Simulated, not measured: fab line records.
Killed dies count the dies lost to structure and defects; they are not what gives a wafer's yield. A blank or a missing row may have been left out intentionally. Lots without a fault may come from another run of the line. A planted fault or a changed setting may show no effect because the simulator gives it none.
Struck lot and sound lot, side by side || flow nandHarc || 13 steps out of a route of 1159
Sound: the wafers L262.2, L262.5, L262.6. Wafers L259.2, L259.4, L259.5 were the ones struck. The cause is given at the end.
Each step with rows lists, per side, the tool, then ch with its chambers, then its first start. Under that, the readings that differ: sound wafers || struck wafers || difference of the means || sigmas: that difference in standard deviations of wafers without a fault.
alike: a reading whose means differ by less than 2 such deviations, as well as words and numbers matching on both sides. not compared: withheld readings; readings where some wafer has no value; bounds like >300 that might hide an equal value; numbers whose values overlap and for which the record gives no deviation.
A row with sigmas, a row that says differs or no value, or rows on one side alone: a step with any of these is where the two part. Numbers that don't overlap but have no deviation are shown without sigmas and don't part them. Lack of a reading on every wafer of one side parts them only where that side has two or more wafers.

NHARC_A_BLC_CVD_24: deposits W, target thk 150 nm, time 434 s.
  sound: cvdW-01 ch 0,1; struck: cvdW-01 ch 0
  alike: heaterPowerW, mfcArSccm, mfcH2Sccm, throttleValvePct
NHARC_A_BLC_CMP_25: polishes, t overpolish 30 s, target thk 150 nm.
  sound on cmp-04 ch 1,2,3, day 22 05:08; struck on cmp-04 ch 0,2,3, day 22 05:58
  alike: motorCurrentA, overpolishRunS, retainingRingPressureFrac, timeToEndpointS
after that, 1 step had no rows for these wafers: NHARC_A_BLC_SRD_27.
NHARC_A_BLC_INSPECT_28:
  sound on defectInspect-01, day 22 05:30; struck on defectInspect-01, day 22 06:22
  alike: rawDefectCount
then, 7 steps without rows for these wafers: NHARC_A_M0_DEP_00 (deposits SiOC, target thk 150 nm); NHARC_A_M0_DEHYDRATE_01 (time 120 s); NHARC_A_M0_HMDS_02 (time 30 s); NHARC_A_M0_COAT_33 (time 65 s); NHARC_A_M0_COAT_03 (resist thk 90 nm); NHARC_A_M0_SOFTBAKE_04 (time 55 s); NHARC_A_M0_EBR_05.
NHARC_A_M0_EXPOSE_06: exposes mask A M0, target cd 80 nm.
  struck on arfiScanner-03, day 22 07:00; sound on arfiScanner-01 ch 0, day 22 06:16
  no value came back on the struck wafers for exposureDoseMJCm2, focusOffsetNm (nm); on the sound wafers exposureDoseMJCm2 reads 83.32 83.35 83.21
  alike: mask
then, 1 step without rows for these wafers: NHARC_A_M0_PEB_07 (peb time 65 s).

== WHERE THEY PART ==
Only at NHARC_A_M0_EXPOSE_06, within this record.

WHY: whatever the simulator had introduced
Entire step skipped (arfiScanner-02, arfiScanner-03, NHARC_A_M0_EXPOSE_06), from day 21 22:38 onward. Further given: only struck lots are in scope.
